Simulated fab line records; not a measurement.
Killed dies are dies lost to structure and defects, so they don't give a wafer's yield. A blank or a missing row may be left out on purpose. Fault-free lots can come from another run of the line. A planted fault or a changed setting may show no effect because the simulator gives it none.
fab line records	flow n5Finfet
record lots=6	wafers=18	lastDay=18
route steps=1938 shown BEOL_M11@1597 BEOL_M12@1602 PASSIVATION@1936
lots that met no fault: taken from a fault-free run of the same line
startH: hours from the record's opening day to when the first of the lot's shown wafers began	waitH: hours since the lot's step before	" unchanged from the row above	L1.1+2: a row that stands for several wafers	- no value present, or no start provided	* or withheld: withheld	< > ~ a bound
route shown NAME@n: names a module that has steps shown in the file, with the first one's number in the route	usual: the fault-free wafers' mean and standard deviation	same: alike in all rows	chamber/n: place in a boat	sites: per-site readings	_std_site: standard deviation of those values	_edge_site: the outer-site mean with the inner-site mean subtracted	radiusMm: how far each site lies from the wafer's centre	mask NAME#n: copy n	behind: the tool/chamber that last shaped the wafer	hold: why the lot was held/for how many hours/how that ended	device: transistor that didn't switch, given as n, p or np	end of line: the route-end tests of the same wafers	step lacking rows: just its recipe	killed: dies that structure and defects cost at the first sort, which is not the same as the wafer's yield	map: a wafer's dies, x killed, . not, _ none there
set.NAME: the setting the step ran with; set.NAME@STEP: the setting that earlier step ran with	model.NAME: the simulator's own value behind a step, which no gauge read
a table for each step, a row for each wafer; lots at some steps of the route
services: the hour from which a tool's chamber was out of use, counted from the record's first day as startH (under 0 if before that day), plus the number of hours and why
## steps
# step N5_BEOL_M11_THK_MEAS_53
# recipe thkMeasGauge=xrf	reads=Cu_of_BEOL_M11_ECD_50
# usual M11_THK=139/3.5
lot.wafer	tool	chamber	startH	waitH	M11_THK[nm]
L330.1	filmMetro-02	-	240.66	-	135
L330.4	"	-	"	"	137
L330.6	"	-	"	"	137
L343.1	filmMetro-02	-	319.67	-	131
L343.4	"	-	"	"	137
L343.6	"	-	"	"	135
L344.2	filmMetro-02	-	347.96	-	141
L344.4	"	-	"	"	141
L344.6	"	-	"	"	136
L348.4	filmMetro-01	-	353.17	-	137
L348.5	"	-	"	"	136
L348.6	"	-	"	"	134
L350.1	filmMetro-02	-	367.57	-	132
L350.3	"	-	"	"	139
L350.6	"	-	"	"	138
L353.2	filmMetro-02	-	403.98	-	143
L353.3	"	-	"	"	141
L353.4	"	-	"	"	141
# step N5_BEOL_M11_PRE_CLEAN_55
# recipe gas=NH3	timeS=15	tempC=withheld	rfPowerW=300
# step N5_BEOL_M11_DEP_56
# recipe material=SiCN	targetThkA=300	tempC=withheld	precursor=3MS/NH3	pressureTorr=3	rfW=675	timeS=10.5
# usual showerheadPlenumPTorr=4.161/0.022	throttleValvePct=18.6/1.9
lot.wafer	tool	chamber	startH	waitH	showerheadPlenumPTorr	throttleValvePct
L330.1	pecvd-01	2	240.72	0.0	4.175	15.4
L330.4	"	2	"	"	4.176	15.5
L330.6	"	0	"	"	4.190	19.2
L343.1	pecvd-02	0	319.74	0.0	4.139	19.9
L343.4	"	2	"	"	4.183	18.8
L343.6	"	1	"	"	4.171	18.3
L344.2	pecvd-02	2	348.03	0.0	4.190	19.0
L344.4	"	1	"	"	4.174	18.0
L344.6	"	2	"	"	4.176	18.8
L348.4	pecvd-02	0	353.25	0.0	4.141	16.3
L348.5	"	1	"	"	4.190	18.5
L348.6	"	2	"	"	4.188	18.7
L350.1	pecvd-04	0	367.63	0.0	4.160	22.6
L350.3	"	1	"	"	4.154	18.3
L350.6	"	2	"	"	4.122	17.1
L353.2	pecvd-04	1	404.04	0.0	4.157	18.2
L353.3	"	2	"	"	4.112	17.1
L353.4	"	1	"	"	4.158	18.4
# step N5_BEOL_M11_RS_MEAS_57
# recipe thkMeasGauge=four-point-probe	reads=Cu_of_BEOL_M11_ECD_50+Co_of_BEOL_M11_CVD_75+TaN_of_BEOL_M11_ALD_74
# usual M11_RS=0.152/0.0042
lot.wafer	tool	chamber	startH	waitH	M11_RS[ohm/sq]
L330.1	filmMetro-02	-	240.79	0.0	0.156
L330.4	"	-	"	"	0.154
L330.6	"	-	"	"	0.156
L343.1	filmMetro-01	-	319.80	0.0	0.161
L343.4	"	-	"	"	0.153
L343.6	"	-	"	"	0.155
L344.2	filmMetro-02	-	348.11	0.1	0.150
L344.4	"	-	"	"	0.149
L344.6	"	-	"	"	0.156
L348.4	filmMetro-02	-	353.30	0.0	0.153
L348.5	"	-	"	"	0.153
L348.6	"	-	"	"	0.157
L350.1	filmMetro-02	-	367.70	0.0	0.160
L350.3	"	-	"	"	0.153
L350.6	"	-	"	"	0.154
L353.2	filmMetro-02	-	404.11	0.0	0.146
L353.3	"	-	"	"	0.148
L353.4	"	-	"	"	0.149
# step N5_BEOL_M11_INSPECT_58
# recipe inspectInstrument=darkfield	mode=postDep
# usual rawDefectCount=67/23
lot.wafer	tool	chamber	startH	waitH	rawDefectCount
L330.1	defectInspect-02	-	240.81	0.0	37
L330.4	"	-	"	"	75
L330.6	"	-	"	"	51
L343.1	defectInspect-02	-	319.82	0.0	72
L343.4	"	-	"	"	65
L343.6	"	-	"	"	59
L344.2	defectInspect-01	-	348.13	0.0	63
L344.4	"	-	"	"	114
L344.6	"	-	"	"	56
L348.4	defectInspect-02	-	353.32	0.0	74
L348.5	"	-	"	"	96
L348.6	"	-	"	"	47
L350.1	defectInspect-02	-	367.72	0.0	52
L350.3	"	-	"	"	53
L350.6	"	-	"	"	84
L353.2	defectInspect-01	-	404.13	0.0	69
L353.3	"	-	"	"	96
L353.4	"	-	"	"	76
# step N5_BEOL_M12_ILD_DEP_00
# recipe material=SiOC	targetThkA=6589.2	tempC=350	precursor=DEMS/O2	pressureTorr=5	rfW=500	timeS=130.7
# usual heaterPowerW=497/49	showerheadPlenumPTorr=5.696/0.015	throttleValvePct=11.8/1.3
lot.wafer	tool	chamber	startH	waitH	heaterPowerW	showerheadPlenumPTorr	throttleValvePct
L330.1	pecvd-03	2	240.85	0.0	562	5.690	11.2
L330.4	"	1	"	"	458	5.719	12.9
L330.6	"	2	"	"	582	5.700	11.6
L343.1	pecvd-03	0	319.89	0.1	493	5.714	11.7
L343.4	"	1	"	"	456	5.720	13.0
L343.6	"	0	"	"	521	5.699	11.7
L344.2	pecvd-04	1	348.17	0.0	438	5.695	12.0
L344.4	"	2	"	"	450	5.673	11.3
L344.6	"	0	"	"	489	5.691	15.0
L348.4	pecvd-03	2	353.41	0.1	463	5.692	12.1
L348.5	"	0	"	"	501	5.690	11.7
L348.6	"	1	"	"	417	5.725	12.9
L350.1	pecvd-01	0	367.76	0.0	484	5.700	12.9
L350.3	"	1	"	"	549	5.699	11.3
L350.6	"	1	"	"	453	5.677	11.5
L353.2	pecvd-01	2	404.17	0.0	484	5.690	10.4
L353.3	"	0	"	"	543	5.706	12.8
L353.4	"	2	"	"	486	5.705	10.3
# step N5_BEOL_M12_THK_MEAS_01
# recipe reads=SiOC_of_BEOL_M12_ILD_DEP_00
# usual M12_ILD_THK=658/8
lot.wafer	tool	chamber	startH	waitH	M12_ILD_THK[nm]
L330.1	filmMetro-01	-	240.98	0.1	649
L330.4	"	-	"	"	657
L330.6	"	-	"	"	665
L343.1	filmMetro-02	-	320.02	0.1	652
L343.4	"	-	"	"	654
L343.6	"	-	"	"	665
L344.2	filmMetro-02	-	348.30	0.1	650
L344.4	"	-	"	"	667
L344.6	"	-	"	"	670
L348.4	filmMetro-02	-	353.49	0.0	660
L348.5	"	-	"	"	659
L348.6	"	-	"	"	671
L350.1	filmMetro-01	-	367.89	0.1	647
L350.3	"	-	"	"	657
L350.6	"	-	"	"	666
L353.2	filmMetro-01	-	404.35	0.1	654
L353.3	"	-	"	"	656
L353.4	"	-	"	"	677
# step N5_BEOL_M12_COAT_58
# recipe resist=BARC	tempC=205	timeS=60	spinRpm=1500	resistThkNm=89
# step N5_BEOL_M12_COAT_04
# recipe spinRpm=1625	resistThkNm=400
# step N5_BEOL_M12_EBR_06
# recipe solvent=PGMEA	ebrWidthMm=1.5
# step N5_BEOL_M12_SOFTBAKE_05
# recipe tempC=130	timeS=60
# step N5_BEOL_M12_EXPOSE_07
# recipe maskId=V11	na=0.93	sourceShape=conventional	sigmaOuter=0.6	polarization=unpolarized	attpsmPhaseDeg=180	doseMj=32.5
# step N5_BEOL_M12_PEB_08
# recipe pebTempC=130	pebTimeS=90
# usual heaterPowerTotalW=172.4/0.79	plateTempC=129.98/0.13
lot.wafer	tool	chamber	startH	waitH	heaterPowerTotalW	plateTempC
L330.1	lithoTrack-04	0	241.17	0.1	172.1	130.01
L330.4	"	0	"	"	172.1	129.76
L330.6	"	0	"	"	173.2	129.99
L343.1	lithoTrack-04	0	320.33	0.1	172.9	130.06
L343.4	"	0	"	"	171.7	130.32
L343.6	"	0	"	"	171.6	130.15
L344.2	lithoTrack-01	0	348.49	0.0	172.6	129.89
L344.4	"	0	"	"	170.9	129.97
L344.6	"	0	"	"	171.0	129.92
L348.4	lithoTrack-04	0	353.80	0.0	176.3	132.21
L348.5	"	0	"	"	175.8	132.13
L348.6	"	0	"	"	175.6	132.15
L350.1	lithoTrack-04	0	368.08	0.1	176.0	131.82
L350.3	"	0	"	"	177.5	131.99
L350.6	"	0	"	"	175.9	132.00
L353.2	lithoTrack-01	0	404.67	0.0	173.3	130.03
L353.3	"	0	"	"	173.8	129.88
L353.4	"	0	"	"	170.8	129.98
# step N5_BEOL_M12_DEVELOP_09
# recipe developTimeS=45	rinseLiquid=diw	dry=airSpin	devTempC=21
# step N5_BEOL_M12_HARDBAKE_14
# recipe tempC=130	timeS=120
# step N5_BEOL_M12_CD_MEAS_10
# recipe targetCdNm=140	landingEnergyEv=500	detector=seInlens	polarity=opening
# usual cdNm=140.5/1.5
lot.wafer	tool	chamber	startH	waitH	cdNm
L330.1	cdSem-02	0	241.28	-	141.0
L330.4	"	0	"	"	141.7
L330.6	"	0	"	"	142.0
L343.1	cdSem-02	0	320.45	-	140.5
L343.4	"	0	"	"	140.9
L343.6	"	0	"	"	138.5
L344.2	cdSem-03	0	348.61	-	138.3
L344.4	"	0	"	"	141.2
L344.6	"	0	"	"	141.6
L348.4	cdSem-02	0	353.92	-	148.4
L348.5	"	0	"	"	150.1
L348.6	"	0	"	"	146.3
L350.1	cdSem-02	0	368.19	-	145.8
L350.3	"	0	"	"	146.6
L350.6	"	0	"	"	145.7
L353.2	cdSem-01	0	404.78	-	139.1
L353.3	"	0	"	"	140.1
L353.4	"	0	"	"	138.2
# step N5_BEOL_M12_OVL_MEAS_11
# recipe pointsPerWafer=44
# usual V11_OVL=-4/6.1
lot.wafer	tool	chamber	startH	waitH	V11_OVL[nm]
L330.1	overlay-01	0	241.31	0.0	-2
L330.4	"	0	"	"	-4
L330.6	"	0	"	"	1
L343.1	overlay-02	0	320.48	0.0	-4
L343.4	"	0	"	"	0
L343.6	"	0	"	"	9
L344.2	overlay-01	0	348.64	0.0	-9
L344.4	"	0	"	"	-16
L344.6	"	0	"	"	-6
L348.4	overlay-01	0	353.95	0.0	-2
L348.5	"	0	"	"	-9
L348.6	"	0	"	"	-3
L350.1	overlay-02	0	368.22	0.0	-3
L350.3	"	0	"	"	-5
L350.6	"	0	"	"	-18
L353.2	overlay-02	0	404.81	0.0	-1
L353.3	"	0	"	"	0
L353.4	"	0	"	"	-3
# step N5_PASSIVATION_PROBE_49
# usual defectLimitedYield=91.4/1.3	killed_at_M0_to_M3=34/10	killed_at_M4_up=14/5.6	killedAtContacts=13/5.9	killedAtFrontEnd=37/9.9	killedAtOther=3.5/2.8	killedDies=101/15	killedOpen=67/12	killedShort=32/6.6	sort_bin_5_function=5.0/0.81	sort_bin_6_memory=3.2/0.66	sortNPass=1079/15	sortYieldPct=91.4/1.3
# same grossDies=1180	killedAtBackSide=0	sort_bin_4_leakage[%]=0	sort_bin_8_speed[%]=0
lot.wafer	tool	chamber	startH	waitH	defectLimitedYield[%]	killed_at_M0_to_M3	killed_at_M4_up	killedAtContacts	killedAtFrontEnd	killedAtOther	killedDies	killedOpen	killedShort	sort_bin_5_function[%]	sort_bin_6_memory[%]	sortNPass	sortYieldPct[%]
L350.1	prober-02	-	404.72	0.0	90.9	41	10	8	43	5	107	67	38	4.9	3.6	1073	90.9
L350.3	prober-02	-	404.82	0.1	89.5	66	16	12	27	3	124	88	33	6.6	3.6	1056	89.5
L350.6	prober-02	-	404.97	0.3	90.8	44	11	13	27	13	108	60	43	5.3	3.7	1072	90.8
L353.2	prober-02	-	438.91	0.1	90.8	47	16	9	35	1	108	68	40	5.2	3.6	1072	90.8
L353.3	prober-02	-	438.96	0.1	91.1	41	14	11	37	2	105	70	35	5.5	2.8	1075	91.1
L353.4	prober-02	-	439.01	0.2	91.0	38	10	5	49	4	106	65	40	5.0	3.3	1074	91.0
# killed by level:class
L350.1 FIN_SAQP:geometricParticle:open=10 BEOL_M2:geometricParticle:open=8 SPACER0:geometricParticle:open=7 BEOL_M0_SAQP:geometricParticle:short=7 BEOL_M0_SAQP:geometricParticle:open=7 MOL_CONTACT_COAG:geometricParticle:open=6 BEOL_M3:geometricParticle:open=6 GATE_CUT:geometricParticle:short=5
L350.3 BEOL_M0_SAQP:geometricParticle:open=18 BEOL_M0_SAQP:geometricParticle:short=16 BEOL_M2:geometricParticle:open=12 MOL_CONTACT_COAG:geometricParticle:open=10 BEOL_M4:geometricParticle:open=9 BEOL_M1:geometricParticle:open=8 FIN_SAQP:geometricParticle:open=6 DUMMY_GATE:geometricParticle:open=6
L350.6 MOL_CONTACT_COAG:geometricParticle:open=12 BEOL_M0_SAQP:geometricParticle:short=11 BEOL_M3:geometricParticle:open=8 BEOL_M2:geometricParticle:open=7 BEOL_M0_SAQP:geometricParticle:open=6 GATE_CUT:geometricParticle:short=6 STI_FIN_REVEAL:geometricParticle:open=5 SPACER0:geometricParticle:short=5
L353.2 BEOL_M0_SAQP:geometricParticle:open=21 BEOL_M0_SAQP:geometricParticle:short=15 FIN_SAQP:geometricParticle:short=8 STI_FIN_REVEAL:geometricParticle:open=7 FIN_SAQP:geometricParticle:open=6 MOL_CONTACT_COAG:geometricParticle:open=6 BEOL_M3:geometricParticle:open=4 BEOL_M2:geometricParticle:open=4
L353.3 BEOL_M0_SAQP:geometricParticle:open=16 BEOL_M0_SAQP:geometricParticle:short=13 MOL_CONTACT_COAG:geometricParticle:open=11 GATE_CUT:geometricParticle:short=8 STI_FIN_REVEAL:geometricParticle:open=7 FIN_SAQP:geometricParticle:open=6 BEOL_M2:geometricParticle:open=6 BEOL_M5:geometricParticle:open=6
L353.4 BEOL_M0_SAQP:geometricParticle:short=14 BEOL_M0_SAQP:geometricParticle:open=9 DUMMY_GATE:geometricParticle:open=8 STI_FIN_REVEAL:geometricParticle:open=7 STARTING-WAFER:geometricParticle:short=6 BEOL_M3:geometricParticle:open=6 FIN_SAQP:geometricParticle:open=5 SPACER0:geometricParticle:open=4
## services
tool	chamber	startH	hours	kind
pecvd-02	2	227.03	2.5	repair
pecvd-04	-	229.60	7.4	repair
pecvd-01	0	272.18	70.1	repair
pecvd-03	-	309.27	0.5	repair
pecvd-04	-	319.34	11.9	repair
pecvd-02	0	322.80	-	clean
pecvd-02	0	322.80	29.5	scheduledDown
pecvd-02	0	322.80	29.5	ventCycle
pecvd-02	-	326.81	1.8	repair
pecvd-03	1	335.09	5.5	scheduledDown
pecvd-03	-	358.62	2.8	repair
pecvd-04	0	378.83	2.1	scheduledDown
pecvd-03	1	383.62	-	clean
pecvd-03	1	383.62	-	consumableReplace:showerhead
pecvd-03	1	383.62	29.0	scheduledDown
pecvd-03	1	383.62	29.0	ventCycle
pecvd-03	2	399.30	5.5	scheduledDown
pecvd-01	1	403.15	5.5	scheduledDown
## key
firstSign step=N5_BEOL_M12_PEB_08	reading=plateTempC	direction=up	sigmas=16	usual=*	struck=*
effect step=N5_BEOL_M12_PEB_08	reading=heaterPowerTotalW	direction=up	sigmas=4.8	usual=*	struck=*
effect step=N5_BEOL_M12_CD_MEAS_10	reading=cdNm	direction=up	sigmas=4.3	usual=140.5	struck=147.2	through=controlLoop
metAt N5_BEOL_M12_PEB_08
struckWafers L348.4,L348.5,L348.6,L350.1,L350.3,L350.6
loopTrim step=N5_BEOL_M12_EXPOSE_07	setting=dose	lots=L350
onsetBetween 320.33 353.80
fault kind=processParameterDrift	tool=lithoTrack-04	chamber=-	onsetH=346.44	steps=N5_BEOL_M12_PEB_08	channel=pebTempC	offset=*	shape=step	endH=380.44	actsIn=*	stated=*
# loopTrim: a control loop set the setting to another value than it would have without faults
